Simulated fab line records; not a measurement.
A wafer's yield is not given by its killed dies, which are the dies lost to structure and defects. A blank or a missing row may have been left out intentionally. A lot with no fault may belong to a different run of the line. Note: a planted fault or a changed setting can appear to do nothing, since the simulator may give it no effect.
Comparing a struck lot with a sound one + flow nand_harc + 15 steps out of a route of 1302
Sound: the wafers L192.2, L192.4, L192.5. Wafers struck: L199.3, L199.5, L199.6. The cause is named last.
Per side, at each step with rows, come the tool, then ch with its chambers, and then its first start. Under that, the readings that differ: sound wafers + struck wafers + difference of the means + sigmas: that difference in standard deviations of wafers without a fault.
alike: readings with means less than 2 such deviations apart, plus words and numbers identical on both sides. not compared: withheld readings, readings lacking a value on some wafer, bounds such as >300 that could conceal the same value, and numbers that have no deviation in the record and whose values overlap.
The two part at a step that has a row with sigmas, a row that says differs or no value, or rows on one side only. Numbers that don't overlap but have no deviation are shown without sigmas and don't part them. A reading that every wafer of one side lacks parts them only if that side has two wafers or more.

first, 1 step without rows for these wafers: NHARC_A_CONTACT_DEVELOP_41 (develop time 35 s).
NHARC_A_CONTACT_CD_MEAS_42: target cd 300 nm.
  sound on cd_sem-03 ch 0, day 21 23:35; struck on cd_sem-02 ch 0, day 25 13:43
  alike: cd_nm
NHARC_A_CONTACT_OVL_MEAS_43:
  sound on overlay-01, day 21 23:40; struck on overlay-02, day 25 13:48
  alike: overlay_x_nm, overlay_y_nm
NHARC_A_CONTACT_INSPECT_44:
  sound on defect_inspect-01, day 21 23:43; struck on defect_inspect-02, day 25 13:50
| reading          | sound      | struck   | difference | sigmas |
|------------------|------------|----------|------------|--------|
| raw_defect_count | 89 104 133 | 25 14 14 | -91        | -2     |
NHARC_A_CONTACT_DESCUM_47: chemistry O2, time 3 s.
  sound on rie_diel-05 ch 1,2,3, day 21 23:46; struck on rie_diel-08 ch 1,2,3, day 25 14:29
  alike: drypump_motor_current_A, mfc_ar_sccm, oes_product_au, rf_vpp_V, showerhead_plenum_p_Torr, throttle_valve_pct
  not compared: rf_hours_counter_h
then, 1 step without rows for these wafers: NHARC_A_CONTACT_ETCH_48 (etches the open film in CF4, target depth 39 nm, time 65 s).
NHARC_A_CONTACT_ETCH_49: etches the open film in N2/H2, target depth 260 nm, time 475.3 s.
  sound on rie_diel-05 ch 0,1,3; struck on rie_diel-08 ch 2,3
  alike: bias_w, chamber_pressure_mTorr, drypump_motor_current_A, mfc_ar_sccm, n2_flow_sccm, oes_product_au, rf_vpp_V, showerhead_plenum_p_Torr, throttle_valve_pct
  not compared: rf_hours_counter_h
then, 3 steps without rows for these wafers: NHARC_A_CONTACT_ETCH_50 (etches the open film in CF4/CHF3, target depth 121 nm, time 60.5 s); NHARC_A_CONTACT_ETCH_51 (etches the open film in O2/COS, target depth 7000 nm, time 1820 s); NHARC_A_CONTACT_ETCH_111 (etches the open film in C4F8/O2/Ar, time 140 s, target depth 700 nm).
NHARC_A_CONTACT_ETCH_112: etches the open film in C4F8/O2/Ar, time 190 s, target depth 1850 nm.
  sound on har_cap_etch-02 ch 0, day 22 01:51; struck on har_cap_etch-03 ch 0,1, day 25 16:38
  alike: chamber_pressure_mTorr, oes_air_line_au
  not compared: rf_hours_counter_h
NHARC_A_CONTACT_ETCH_113: etches the open film in C4F8/O2/Ar, time 190 s, target depth 1850 nm.
  sound on har_cap_etch-02 ch 0, day 22 02:01; struck on har_cap_etch-03 ch 0,1, day 25 16:52
| reading                | sound             | struck            | difference | sigmas |
|------------------------|-------------------|-------------------|------------|--------|
| oes_air_line_au (a.u.) | 0.994 0.990 0.982 | 1.026 1.006 1.037 | +0.034     | +2     |
  alike: chamber_pressure_mTorr
  not compared: rf_hours_counter_h
NHARC_A_CONTACT_ETCH_114: etches the open film in C4F8/O2/Ar, time 190 s, target depth 1850 nm.
  sound on har_cap_etch-02 ch 0, day 22 02:11; struck on har_cap_etch-03 ch 0,1, day 25 17:06
  no value came back on the struck wafers for chamber_pressure_mTorr (mTorr), oes_air_line_au (a.u.); on the sound wafers chamber_pressure_mTorr (mTorr) reads 19.972 19.980 19.994
  not compared: rf_hours_counter_h
NHARC_A_CONTACT_ETCH_115: etches the open film in C4F8/O2/Ar, time 190 s, target depth 1850 nm.
  sound on har_cap_etch-02 ch 0, day 22 02:22; struck on har_cap_etch-03 ch 0,1, day 25 17:20
  alike: chamber_pressure_mTorr, oes_air_line_au
  not compared: rf_hours_counter_h
-- the record jumps here: 3 days lie between the struck wafers' starts before and after (it left off in module A_CONTACT and takes up again in module END, whose first step shown is number 1302 of the route) --
NHARC_END_SORT_01:
  at this point the record logs the struck wafers (prober-01 ch 0, day 28 20:19) and has no rows for the sound ones

== WHERE THEY PART ==
Earliest at NHARC_A_CONTACT_INSPECT_44; latest, in this record, at NHARC_END_SORT_01.

WHY: the cause the simulator had injected
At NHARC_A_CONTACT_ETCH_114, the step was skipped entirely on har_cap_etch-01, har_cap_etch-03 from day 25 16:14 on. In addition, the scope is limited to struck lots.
